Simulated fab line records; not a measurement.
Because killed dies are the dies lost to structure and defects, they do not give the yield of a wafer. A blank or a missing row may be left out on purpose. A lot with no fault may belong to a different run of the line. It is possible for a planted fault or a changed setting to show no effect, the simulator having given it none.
A lot that was struck, set against a sound lot    flow n5 finfet    36 out of 1938 route steps
Sound: these wafers, L886.2, L886.3, L886.5. Wafers struck: L882.2, L882.5, L882.6. At the end, the cause is stated.
Each step with rows lists, per side, the tool, then ch with its chambers, then its first start. Under that, the readings that differ: sound wafers    struck wafers    difference of the means    sigmas: that difference in standard deviations of wafers without a fault.
alike: words and numbers the same on both sides, and readings whose means are apart by under 2 such deviations; not compared: readings that were withheld, readings missing a value for some wafer, numbers with overlapping values and no deviation given by the record, and bounds like >300 which may hide the same value.
Wherever a step has rows on one side only, a row that says differs or no value, or a row with sigmas, the two part there. Non-overlapping numbers with no deviation appear without sigmas and do not part them. Lack of a reading on every wafer of one side parts them only where that side has two or more wafers.

first, 9 steps without rows for these wafers: N5_WELL_APT_COAT_19 (resist thk 950 nm); N5_WELL_APT_EBR_21; N5_WELL_APT_SOFTBAKE_20 (time 60 s); N5_WELL_APT_EXPOSE_22 (exposes mask PWELL, defocus 0 nm, target cd 200 nm); N5_WELL_APT_PEB_23 (peb time 90 s); N5_WELL_APT_DEVELOP_24 (develop time 45 s); N5_WELL_APT_HARDBAKE_29 (time 120 s); N5_WELL_APT_DESCUM_30 (chemistry O2, time 7.9 s); N5_WELL_APT_IMPLANT_31.
N5_WELL_APT_IMPLANT_32:
  sound on implanter-02 ch 0, day 4 15:40; struck on implanter-01 ch 0, day 3 15:22
reading             sound                             struck                           difference   sigmas
dose ions cm2       1.9983e+13 1.9972e+13 1.9966e+13  2.7455e+13 2.7421e+13 2.745e+13  +7.4683e+12  +99 or more
faraday current uA  252 254 249                       350 340 344                      +93          +17
  alike: rotation deg
then, 25 steps without rows for these wafers: N5_WELL_APT_STRIP_33 (strips in SPM, time 900 s); N5_WELL_APT_RTA_34 (time 10 s); N5_WELL_APT_OXIDE_STRIP_42 (strips SiO2 in dHF, time 45 s, target depth 12 nm); N5_WELL_APT_PRECLEAN_36 (cleans in O3/DIW, time 45 s); N5_WELL_APT_PRECLEAN_39 (cleans in dHF, time 60 s); N5_WELL_APT_SRD_37 (time 30 s); N5_WELL_APT_EPI_41 (deposits Si from SiH4/H2, target thk 50 nm, time 297.7 s); N5_PMOS_HMC_CHANNEL_EPI_HM_DEP_34 (deposits SiO2 from TEOS/O2, target thk 36 nm, time 6.9 s); N5_PMOS_HMC_CHANNEL_EPI_COAT_31 (time 60 s, resist thk 66 nm); N5_PMOS_HMC_CHANNEL_EPI_COAT_03 (resist thk 205 nm); N5_PMOS_HMC_CHANNEL_EPI_EBR_05; N5_PMOS_HMC_CHANNEL_EPI_SOFTBAKE_04 (time 60 s); N5_PMOS_HMC_CHANNEL_EPI_EXPOSE_06 (exposes mask PMOS HMC BLK, target cd 240 nm); N5_PMOS_HMC_CHANNEL_EPI_PEB_07 (peb time 60 s); N5_PMOS_HMC_CHANNEL_EPI_DEVELOP_08 (develop time 30 s); N5_PMOS_HMC_CHANNEL_EPI_DESCUM_14 (chemistry O2, time 7.9 s); N5_PMOS_HMC_CHANNEL_EPI_ETCH_32 (etches BARC in N2/H2, stops on SiO2, target depth 85.8 nm, time 50.3 s); N5_PMOS_HMC_CHANNEL_EPI_HM_OPEN_15 (chemistry CHF3/O2, target SiO2, target depth 40.6 nm, time 20.3 s); N5_PMOS_HMC_CHANNEL_EPI_STRIP_33 (strips in N2/H2); N5_PMOS_HMC_CHANNEL_EPI_STRIP_17 (strips in SPM, time 750 s); N5_PMOS_HMC_CHANNEL_EPI_ETCH_38 (etches SiO2 in CF4, target depth 1.5 nm); N5_PMOS_HMC_CHANNEL_EPI_FIN_RECESS_16 (chemistry HBr/Cl2, target Si, target depth 54 nm, time 18 s); N5_PMOS_HMC_CHANNEL_EPI_PRECLEAN_36 (cleans in O3/DIW, time 45 s); N5_PMOS_HMC_CHANNEL_EPI_PRECLEAN_18 (cleans in DHF, time 30 s); N5_PMOS_HMC_CHANNEL_EPI_SRD_19 (time 30 s).
-- record jumps: 8 days separate the struck wafers' starts on either side; left off in module PMOS_HMC_CHANNEL_EPI, taken up again in module BEOL_M4, whose first shown step is the route's number 1111 --
N5_BEOL_M4_RC_MEAS_101:
  sound on prober-02 ch 0, day 13 02:11; struck on prober-02 ch 0, day 11 17:29
reading    sound           struck          difference  sigmas
CJ_N       4.37 4.34 4.39  5.18 5.16 5.07  +0.77       +10
VT_P (mV)  -245 -243 -245  -249 -254 -252  -7          -2
  alike: DIBL_N, DIBL_P, IOFF_N, IOFF_N_LONG, IOFF_P, ION_N, ION_P, SS_N, SS_P, VT_N

## WHERE THEY PART
First at N5_WELL_APT_IMPLANT_32; last, within this record, at N5_BEOL_M4_RC_MEAS_101.

WHY: the cause the simulator had injected
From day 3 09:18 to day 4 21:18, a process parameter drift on implanter-01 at N5_WELL_APT_IMPLANT_32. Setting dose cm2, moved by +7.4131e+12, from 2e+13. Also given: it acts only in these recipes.
